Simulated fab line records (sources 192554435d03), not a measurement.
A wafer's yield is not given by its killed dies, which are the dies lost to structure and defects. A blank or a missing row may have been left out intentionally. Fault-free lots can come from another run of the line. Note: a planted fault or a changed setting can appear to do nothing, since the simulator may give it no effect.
Matching of chambers    flow n5 finfet    N5_BEOL_M10_CURE_72 on uv cure-01: 3 sister chambers
The step cures SiCOH lowk, time 120 s. 22 wafers are shown with their chamber, then 11 later ones without.

## EACH WAFER AND ITS CHAMBER
wafer   chamber  wafer_temp_C_max  lamp power pct (%)
L078.1  2        370.9             52.44
L078.3  2        371.8             52.31
L078.4  2        371.2             52.36
L080.2  0        371.6             52.28
L080.3  0        371.8             52.31
L080.4  0        371.4             52.25
L085.1  2        371.3             52.22
L085.2  2        370.9             52.33
L085.6  2        371.9             52.35
L085.3  2        370.9             52.29
L085.4  2        370.9             52.22
L085.5  2        371.5             52.30
L086.3  1        371.5             52.30
L086.4  1        372.0             52.35
L086.5  1        371.7             52.16
L088.1  2        371.3             52.36
L088.2  2        371.9             52.30
L088.5  2        371.8             52.35
L088.3  2        371.5             52.27
L088.4  2        371.3             52.30
L088.6  2        371.5             52.35
L090.4  0        371.3             52.30

SIGNATURES, as means of the wafers listed above
reading           chamber 0  chamber 1  chamber 2  scatter within a chamber
wafer_temp_C_max  371.525    371.733    371.373    0.339
lamp power pct    52.2850    52.2700    52.3167    0.0591
Rule: a wafer lies at a distance from a chamber equal to the root of the sum of squares, over the readings, of (its reading less the chamber's mean, divided by the reading's scatter). If the next closest chamber is less than 2 further off than the closest, the wafer can't be placed; otherwise it belongs to the closest. The scatter: the root of (the sum of the squares of (reading less its chamber's mean) over the shown wafers, divided by (wafers less chambers)).

## WAFERS WITHOUT THEIR CHAMBER
wafer   wafer_temp_C_max  lamp power pct (%)
L090.5  372.1             52.36
L090.6  371.6             52.41
L095.1  371.0             52.32
L095.2  371.2             52.35
L095.3  372.2             52.37
L095.4  371.6             52.38
L095.5  371.5             52.34
L095.6  371.9             52.30
L097.2  371.0             52.34
L097.4  371.5             52.31
L097.5  371.0             52.31

## THE CHAMBER EACH PASSED THROUGH
wafer   from the rows above           in truth
L090.5  can't be placed: 1 or 0 or 2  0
L090.6  can't be placed: 2 or 0 or 1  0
L095.1  can't be placed: 2 or 0 or 1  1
L095.2  can't be placed: 2 or 0 or 1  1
L095.3  can't be placed: 1 or 0 or 2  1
L095.4  can't be placed: 2 or 0 or 1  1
L095.5  can't be placed: 2 or 0 or 1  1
L095.6  can't be placed: 1 or 0 or 2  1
L097.2  can't be placed: 2 or 0 or 1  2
L097.4  can't be placed: 2 or 0 or 1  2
L097.5  can't be placed: 2 or 0 or 1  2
Correctly placed: 0 of 11. Unplaceable from these rows: 11, with the true chamber sitting among the candidates in 11. Placed wrongly: 0.
